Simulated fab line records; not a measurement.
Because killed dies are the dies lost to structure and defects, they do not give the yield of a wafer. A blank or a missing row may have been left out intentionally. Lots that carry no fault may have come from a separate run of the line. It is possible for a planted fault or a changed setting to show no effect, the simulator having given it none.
A lot that was struck, set against a sound lot    flow nand_harc    40 steps out of a route of 1302
Sound: wafers L937.2, L937.5, L937.6. The struck wafers were L943.4, L943.5, L943.6. Last of all comes the cause.
Order at every step that has rows: each side's tool, ch and its chambers, its first start. Under that, the readings that differ: sound wafers    struck wafers    difference of the means    sigmas: that difference in standard deviations of wafers without a fault.
alike: readings with means less than 2 such deviations apart, plus words and numbers identical on both sides. not compared: withheld readings, readings lacking a value on some wafer, bounds such as >300 that could conceal the same value, and numbers that have no deviation in the record and whose values overlap.
A row with sigmas, a row that says differs or no value, or rows on one side alone: a step with any of these is where the two part. Non-overlapping numbers with no deviation appear without sigmas and do not part them. Lack of a reading on every wafer of one side parts them only where that side has two or more wafers.

NHARC_A_BONDPAD_THK_MEAS_20: measures by xrf.
  sound on film_metro-01 at day 27 23:30; struck on film_metro-01 at day 31 03:01
  alike: thk_nm
then, 1 step without rows for these wafers: NHARC_A_BONDPAD_SRD_21 (time 30 s, dry time 20 s).
NHARC_A_BONDPAD_INSPECT_23:
  sound on defect_inspect-02 at day 27 23:42; struck on defect_inspect-01 at day 31 03:15
  alike: raw_defect_count
then, 5 steps without rows for these wafers: NHARC_HYBRID_BOND_ACTIVATE_00 (chemistry N2, time 60 s); NHARC_HYBRID_BOND_PRECLEAN_01 (cleans in DIW, time 300 s); NHARC_HYBRID_BOND_SRD_02 (time 30 s, dry time 20 s); NHARC_HYBRID_BOND_BOND_03; NHARC_HYBRID_BOND_ANNEAL_04 (time 7200 s).
NHARC_HYBRID_BOND_OVL_MEAS_05:
  sound on overlay-01 at day 28 09:13; struck on overlay-01 at day 31 10:58
  alike: overlay_x_nm, overlay_y_nm
NHARC_HYBRID_BOND_INSPECT_06: inspects for defects (ir void).
  sound on defect_inspect-02 at day 28 09:16; struck on defect_inspect-01 at day 31 11:01
  alike: raw_defect_count
NHARC_THIN_TSV_GRIND_00:
  sound on grinder-01 ch 0, day 28 09:37; struck on grinder-01 ch 0, day 31 12:58
  alike: motor_current_A
then, 4 steps without rows for these wafers: NHARC_THIN_TSV_CMP_01 (polishes); NHARC_THIN_TSV_SRD_03; NHARC_THIN_TSV_PRECLEAN_41 (cleans in SC1); NHARC_THIN_TSV_SRD_42.
NHARC_THIN_TSV_DEP_43: deposits SiO2, target thk 1328.5 nm.
  sound on pecvd-04 ch 0,2, day 28 11:13; struck on pecvd-01 ch 0,1,2, day 31 14:13
  alike: throttle_valve_pct
then, 8 steps without rows for these wafers: NHARC_THIN_TSV_DEHYDRATE_04 (time 120 s); NHARC_THIN_TSV_HMDS_05 (time 30 s); NHARC_THIN_TSV_COAT_06; NHARC_THIN_TSV_SOFTBAKE_07 (time 95 s); NHARC_THIN_TSV_EBR_08; NHARC_THIN_TSV_EXPOSE_09 (exposes mask TSV); NHARC_THIN_TSV_PEB_10 (peb time 85 s); NHARC_THIN_TSV_DEVELOP_11 (time 70 s).
NHARC_THIN_TSV_CD_MEAS_12: the cd target is 1000 nm.
  sound on cd_sem-03 ch 0, day 28 11:58; struck on cd_sem-03 ch 0, day 31 14:56
reading     sound                 struck             difference  sigmas
cd_nm (nm)  1000.8 1002.5 1003.0  997.7 996.5 998.2  -4.6        -2
then, 2 steps without rows for these wafers: NHARC_THIN_TSV_HARDBAKE_13 (time 80 s); NHARC_THIN_TSV_DESCUM_14 (chemistry O2, time 3 s).
NHARC_THIN_TSV_ETCH_44: etches the open film in CF4/O2, target depth 1594.2 nm, time 797.1 s.
  sound on rie_diel-05 ch 0,1,2, day 28 12:20; struck on rie_diel-05 ch 0,3, day 31 15:14
  alike: drypump_motor_current_A, oes_product_au, rf_vpp_V, showerhead_plenum_p_Torr, throttle_valve_pct
  not compared: rf_hours_counter_h
NHARC_THIN_TSV_ETCH_15: target depth 3000 nm, bosch target overetch cycles 2, bosch etch step 2.8 s.
  sound on rie_si-02 ch 1,2,3, day 28 12:49; struck on rie_si-04 ch 0,1,2, day 31 15:47
  alike: drypump_motor_current_A
  not compared: rf_hours_counter_h
NHARC_THIN_TSV_CD_MEAS_16:
  sound on cd_sem-02 at day 28 12:56; struck on cd_sem-02 at day 31 15:53
  alike: cd_nm
NHARC_THIN_TSV_STRIP_45: strips in O2.
  sound on plasma_asher-02 ch 0,1, day 28 13:03; struck on plasma_asher-02 ch 0,1, day 31 16:04
  alike: drypump_motor_current_A, heater_power_w
  not compared: rf_hours_counter_h
then, 7 steps without rows for these wafers: NHARC_THIN_TSV_STRIP_46 (strips in post etch residue remover, time 1200 s); NHARC_THIN_TSV_DEP_47 (deposits SiO2, target thk 200 nm); NHARC_THIN_TSV_ETCHBACK_48 (etches the open film in C4F8/Ar, target depth 1028.5 nm, time 405.17 s); NHARC_THIN_TSV_STRIP_62 (strips in N2/H2, time 20 s); NHARC_THIN_TSV_DEGAS_49 (time 120 s); NHARC_THIN_TSV_PRE_CLEAN_50 (time 30 s); NHARC_THIN_TSV_PVD_19 (deposits TaN, target thk 20 nm).
NHARC_THIN_TSV_PVD_51: deposits Cu, target thk 100 nm.
  sound on pvd_sputter-02; struck on pvd_sputter-03
  alike: chamber_pressure_pa, throttle_valve_pct
NHARC_END_SORT_01:
  at this point the record logs the struck wafers (prober-02 ch 0, day 32 07:15) and has no rows for the sound ones

WHERE THEY PART
First at NHARC_THIN_TSV_CD_MEAS_12; last, within this record, at NHARC_END_SORT_01.

WHY: the cause the simulator had injected
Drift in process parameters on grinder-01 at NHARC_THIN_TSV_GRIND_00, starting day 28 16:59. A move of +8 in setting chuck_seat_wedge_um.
